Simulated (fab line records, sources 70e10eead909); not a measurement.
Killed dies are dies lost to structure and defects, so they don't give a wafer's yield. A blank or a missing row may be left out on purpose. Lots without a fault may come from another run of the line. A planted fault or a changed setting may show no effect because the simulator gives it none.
A struck lot beside a sound one | flow nand_harc | 14 steps out of a route of 1159
Sound: wafers L954.1, L954.2, L954.4. Struck: wafers L964.1, L964.3, L964.5. The cause comes at the end.
At each step with rows: each side's tool, then ch and its chambers, then its first start. Under that, the readings that differ: sound wafers | struck wafers | difference of the means | sigmas: that difference in standard deviations of wafers without a fault.
alike: readings whose means differ by less than 2 such deviations, and words and numbers that are the same on both sides. not compared: withheld readings, readings that some wafer has no value for, bounds like >300 that may hide the same value, and numbers for which the record gives no deviation and whose values overlap.
The two part at a step that has a row with sigmas, a row that says differs or no value, or rows on one side only. Numbers that don't overlap but have no deviation are shown without sigmas and don't part them. A reading that every wafer of one side lacks parts them only if that side has two wafers or more.

first, 2 steps without rows for these wafers: NHARC_A_SOURCE_PLATE_CVD_03 (deposits poly-Si, target thk 200 nm, time 4000 s); NHARC_A_SOURCE_PLATE_ANNEAL_05 (time 1800 s).
NHARC_A_SOURCE_PLATE_THK_MEAS_06: measures by ellipsometry.
  sound on film_metro-02, day 8 02:52; struck on film_metro-01, day 10 04:28
  alike: thk_nm
NHARC_A_SOURCE_PLATE_INSPECT_08:
  sound on defect_inspect-01, day 8 02:56; struck on defect_inspect-02, day 10 04:32
  alike: raw_defect_count
then, 1 step without rows for these wafers: NHARC_A_ONON_D1_DEP_00 (target thk 1000 nm).
NHARC_A_ONON_D1_THK_MEAS_02: measures by ellipsometry.
  sound on film_metro-01, day 8 03:30; struck on film_metro-02, day 10 05:07
  alike: thk_nm
then, 1 step without rows for these wafers: NHARC_A_ONON_D1_DEP_03 (target thk 1000 nm).
NHARC_A_ONON_D1_THK_MEAS_05: measures by ellipsometry.
  sound on film_metro-01, day 8 04:04; struck on film_metro-01, day 10 05:41
  alike: thk_nm
then, 1 step without rows for these wafers: NHARC_A_ONON_D1_DEP_06 (target thk 1000 nm).
NHARC_A_ONON_D1_THK_MEAS_08: measures by ellipsometry.
  sound on film_metro-01, day 8 04:38; struck on film_metro-02, day 10 06:16
  alike: thk_nm
NHARC_A_ONON_D1_DEP_09: target thk 1000 nm.
  sound on pecvd_onon-02 ch 0, day 8 04:41; struck on pecvd_onon-02 ch 0, day 10 06:19
NHARC_A_ONON_D1_THK_MEAS_11: measures by ellipsometry.
  sound on film_metro-02, day 8 05:11; struck on film_metro-01, day 10 06:50
  reading     | sound          | struck         | difference | sigmas
  thk_nm (nm) | 1012 1012 1013 | 1518 1519 1518 | +506       | +46
then, 1 step without rows for these wafers: NHARC_A_ONON_D1_DEP_12 (target thk 1000 nm).
-- the record jumps here: 12 days lie between the struck wafers' starts before and after (it left off in module A_ONON_D1 and takes up again in module END, whose first step shown is number 1159 of the route) --
NHARC_END_SORT_01:
  the record has rows for the struck wafers here (prober-02 ch 0, day 22 03:31) and none for the sound ones

WHERE THEY PART
First at NHARC_A_ONON_D1_THK_MEAS_11; last, within this record, at NHARC_END_SORT_01.

WHY: what the simulator had put in
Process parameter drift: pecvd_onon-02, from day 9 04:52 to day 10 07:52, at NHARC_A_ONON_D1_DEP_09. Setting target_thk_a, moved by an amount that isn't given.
